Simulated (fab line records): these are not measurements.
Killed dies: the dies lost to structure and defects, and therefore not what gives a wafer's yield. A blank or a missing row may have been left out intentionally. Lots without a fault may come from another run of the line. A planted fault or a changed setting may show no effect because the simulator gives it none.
Check for tools in common | flow nand harc | Sampled: 13 lots, 37 wafers

== REASON FOR OPENING ==
At NHARC_A_CONTACT_INSPECT_10 the reading raw defect count is flagged on 2 of 13 lots. Fault-free wafers read 84, with a standard deviation of 28.
Rule: flag the lot when none of its wafers has a number, or when each of its wafers that has one lies beyond 4 standard deviations from that mean. The rest of the lots are taken to be sound.

lot  | measured     | on                | raw defect count, wafer by wafer | flag
L374 | day 23 04:14 | defect inspect-02 | 46 44 43                         |
L375 | day 23 13:25 | defect inspect-02 | 50 51 51                         |
L377 | day 23 19:19 | defect inspect-02 | 53 60 54                         |
L376 | day 23 19:51 | defect inspect-02 | 127 120 140                      |
L379 | day 24 17:47 | defect inspect-02 | 65 67 69                         |
L380 | day 24 20:55 | defect inspect-02 | 61 74 73                         |
L382 | day 26 17:05 | defect inspect-02 | 91 90 102                        |
L383 | day 26 22:45 | defect inspect-01 | 58 66 57                         |
L384 | day 27 00:24 | defect inspect-02 | 124 153 128                      |
L385 | day 27 22:41 | defect inspect-02 | 91 86 105                        |
L391 | day 29 09:43 | defect inspect-01 | 431 430                          | FLAGGED
L394 | day 30 14:56 | defect inspect-02 | 487 490                          | FLAGGED
L396 | day 31 17:23 | defect inspect-01 | 82 97 87                         |
The numbers of the flagged lots are 460 on average: +376 against the usual, or +13 standard deviations.

== LOT BY LOT: THE TOOL USED ==
Before the reading, the record contains 3 process steps out of a 1302-step route. Cell contents, in order: the tool; ch with the chambers the sampled wafers went through; the start.
lot  | flag    | NHARC_A_CONTACT_ETCH_127             | NHARC_A_CONTACT_STRIP_82                      | NHARC_A_CONTACT_DEP_85
L374 |         | har cap etch-01 ch 0,1, day 22 20:47 | rie diel-12 ch 2,3, day 23 03:26 or earlier   | pecvd-03 ch 0,2, day 23 03:26
L375 |         | har cap etch-03 ch 0,1, day 23 07:34 | rie diel-12 ch 0,3, day 23 12:35 or earlier   | pecvd-03 ch 0,1,2, day 23 12:35
L377 |         | har cap etch-01 ch 0,1, day 23 13:38 | rie diel-12 ch 2,3, day 23 18:36 or earlier   | pecvd-02 ch 1,2, day 23 18:36
L376 |         | har cap etch-03 ch 0, day 23 13:43   | rie diel-12 ch 0,2,3, day 23 19:02 or earlier | pecvd-02 ch 0,1, day 23 19:02
L379 |         | har cap etch-02 ch 0,1, day 24 12:09 | rie diel-03 ch 0,1,2, day 24 16:57 or earlier | pecvd-03 ch 0,1,2, day 24 16:57
L380 |         | har cap etch-01 ch 0,1, day 24 15:24 | rie diel-12 ch 0,1,3, day 24 20:14 or earlier | pecvd-04 ch 0,1,2, day 24 20:14
L382 |         | har cap etch-03 ch 0,1, day 26 11:29 | rie diel-12 ch 1,2, day 26 16:16 or earlier   | pecvd-04 ch 0,1,2, day 26 16:16
L383 |         | har cap etch-02 ch 0,1, day 26 13:26 | rie diel-03 ch 0,1,2, day 26 21:55 or earlier | pecvd-03 ch 0,1,2, day 26 21:55
L384 |         | har cap etch-01 ch 0, day 26 16:42   | rie diel-12 ch 0,1,2, day 26 23:35 or earlier | pecvd-04 ch 0,1, day 26 23:35
L385 |         | har cap etch-02 ch 0,1, day 27 16:47 | rie diel-06 ch 0,1, day 27 22:02 or earlier   | pecvd-04 ch 0,1,2, day 27 22:02
L391 | FLAGGED | har cap etch-02 ch 0, day 29 02:50   | rie diel-12 ch 2, day 29 09:03 or earlier     | pecvd-04 ch 2, day 29 09:03
L394 | FLAGGED | har cap etch-02 ch 1, day 30 08:30   | rie diel-06 ch 0, day 30 14:13 or earlier     | pecvd-04 ch 2, day 30 14:13
L396 |         | har cap etch-03 ch 0, day 31 11:41   | rie diel-12 ch 0,2,3, day 31 16:42 or earlier | pecvd-02 ch 0,2, day 31 16:42
These steps, and what they do:
- NHARC_A_CONTACT_ETCH_127: etches the open film in C4F8/O2/Ar, time 197 s, target depth 1918 nm.
- NHARC_A_CONTACT_STRIP_82: strips in O2.
- NHARC_A_CONTACT_DEP_85: deposits SiON, target thk 60 nm.
- NHARC_A_CONTACT_INSPECT_10

== FLAGGED OVER TOTAL, TOOL BY TOOL (the gauges that took the reading come last) ==
step                       | tool              | lots run | flagged | share of the flagged lots | sound lots run after its first flagged lot
NHARC_A_CONTACT_ETCH_127   | har cap etch-01   | 4        | 0       | none                      | -
NHARC_A_CONTACT_ETCH_127   | har cap etch-02   | 5        | 2       | all                       | 0
NHARC_A_CONTACT_ETCH_127   | har cap etch-03   | 4        | 0       | none                      | -
NHARC_A_CONTACT_STRIP_82   | rie diel-03       | 2        | 0       | none                      | -
NHARC_A_CONTACT_STRIP_82   | rie diel-06       | 2        | 1       | some                      | 0
NHARC_A_CONTACT_STRIP_82   | rie diel-12       | 9        | 1       | some                      | 1 (L396)
NHARC_A_CONTACT_DEP_85     | pecvd-02          | 3        | 0       | none                      | -
NHARC_A_CONTACT_DEP_85     | pecvd-03          | 4        | 0       | none                      | -
NHARC_A_CONTACT_DEP_85     | pecvd-04          | 6        | 2       | all                       | 0
NHARC_A_CONTACT_INSPECT_10 | defect inspect-01 | 3        | 1       | some                      | 1 (L396)
NHARC_A_CONTACT_INSPECT_10 | defect inspect-02 | 10       | 1       | some                      | 0
With no start given for some of its lots, NHARC_A_CONTACT_STRIP_82 uses the hours and lot order of NHARC_A_CONTACT_DEP_85.

== WHAT THE TABLE ALLOWS ==
Every flagged lot went through 2 rows of the table: har cap etch-02 at NHARC_A_CONTACT_ETCH_127 and pecvd-04 at NHARC_A_CONTACT_DEP_85.
- har cap etch-02 at NHARC_A_CONTACT_ETCH_127: 2 of its 5 lots flagged. A fault beginning between L385 (day 27 16:47), its last sound lot, and L391 (day 29 02:50), its first flagged one, fits the data.
- pecvd-04 at NHARC_A_CONTACT_DEP_85: 2 of its 6 lots flagged. A fault beginning between L385 (day 27 22:02), its last sound lot, and L391 (day 29 09:03), its first flagged one, fits the data.
These 2 tools cannot be told apart by counting lots, since each of them fits a fault that started at some hour. More lots, or a look at what each step does to the wafer, might.

== WHAT HAD BEEN PUT IN BY THE SIMULATOR ==
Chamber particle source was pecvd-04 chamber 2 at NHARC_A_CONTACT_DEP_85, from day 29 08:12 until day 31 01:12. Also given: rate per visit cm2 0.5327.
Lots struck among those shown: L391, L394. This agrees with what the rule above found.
